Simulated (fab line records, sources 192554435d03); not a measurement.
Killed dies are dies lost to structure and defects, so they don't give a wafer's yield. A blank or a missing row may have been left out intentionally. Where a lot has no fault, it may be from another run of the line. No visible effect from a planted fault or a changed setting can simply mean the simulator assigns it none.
Matching of chambers || flow n5_finfet || 4 sister chambers for N5_BEOL_M8_ETCH_62 on rie_diel-01
The step etches SOC in N2/H2, target depth 110 nm, overetch 22 nm, time 165 s. 4 wafers are shown with their chamber, then 10 later ones without.

## EACH WAFER AND ITS CHAMBER
{"wafer": "L081.3", "chamber": 3, "drypump_motor_current_A (A)": 5.5}
{"wafer": "L084.6", "chamber": 2, "drypump_motor_current_A (A)": 5.3}
{"wafer": "L087.3", "chamber": 0, "drypump_motor_current_A (A)": 6.7}
{"wafer": "L087.4", "chamber": 1, "drypump_motor_current_A (A)": 6.4}

## WAFERS WHOSE CHAMBER IS MISSING
{"wafer": "L087.6", "drypump_motor_current_A (A)": 5.4}
{"wafer": "L090.3", "drypump_motor_current_A (A)": 6.4}
{"wafer": "L090.4", "drypump_motor_current_A (A)": 6.7}
{"wafer": "L090.6", "drypump_motor_current_A (A)": 5.5}
{"wafer": "L096.2", "drypump_motor_current_A (A)": 5.3}
{"wafer": "L096.3", "drypump_motor_current_A (A)": 5.5}
{"wafer": "L096.4", "drypump_motor_current_A (A)": 6.4}
{"wafer": "L094.1", "drypump_motor_current_A (A)": 6.4}
{"wafer": "L094.4", "drypump_motor_current_A (A)": 5.4}
{"wafer": "L094.6", "drypump_motor_current_A (A)": 5.5}

## WHICH CHAMBER EACH WENT THROUGH
{"wafer": "L087.6", "from the rows above": "can't be placed: 3 or 2", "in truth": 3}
{"wafer": "L090.3", "from the rows above": 1, "in truth": 1}
{"wafer": "L090.4", "from the rows above": 0, "in truth": 0}
{"wafer": "L090.6", "from the rows above": 3, "in truth": 3}
{"wafer": "L096.2", "from the rows above": 2, "in truth": 2}
{"wafer": "L096.3", "from the rows above": 3, "in truth": 3}
{"wafer": "L096.4", "from the rows above": 1, "in truth": 1}
{"wafer": "L094.1", "from the rows above": 1, "in truth": 1}
{"wafer": "L094.4", "from the rows above": "can't be placed: 3 or 2", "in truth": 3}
{"wafer": "L094.6", "from the rows above": 3, "in truth": 3}
8 of 10 placed correctly. Not placeable from these rows: 2 (in 2, the candidates include the true chamber). 0 placed wrongly.
How it was worked out, from the rows above alone: a wafer's distance from a chamber is the root of the sum, over the readings, of the square of ((its reading less the chamber's mean) divided by the reading's scatter). The wafer belongs to the nearest chamber; if the next one is less than 2 further off, it can't be placed. Each chamber's mean is taken over the wafers shown for it. The scatter (one wafer shown for each chamber): square how far every hidden wafer sits from the nearest shown wafer, average those squares and take the square root.
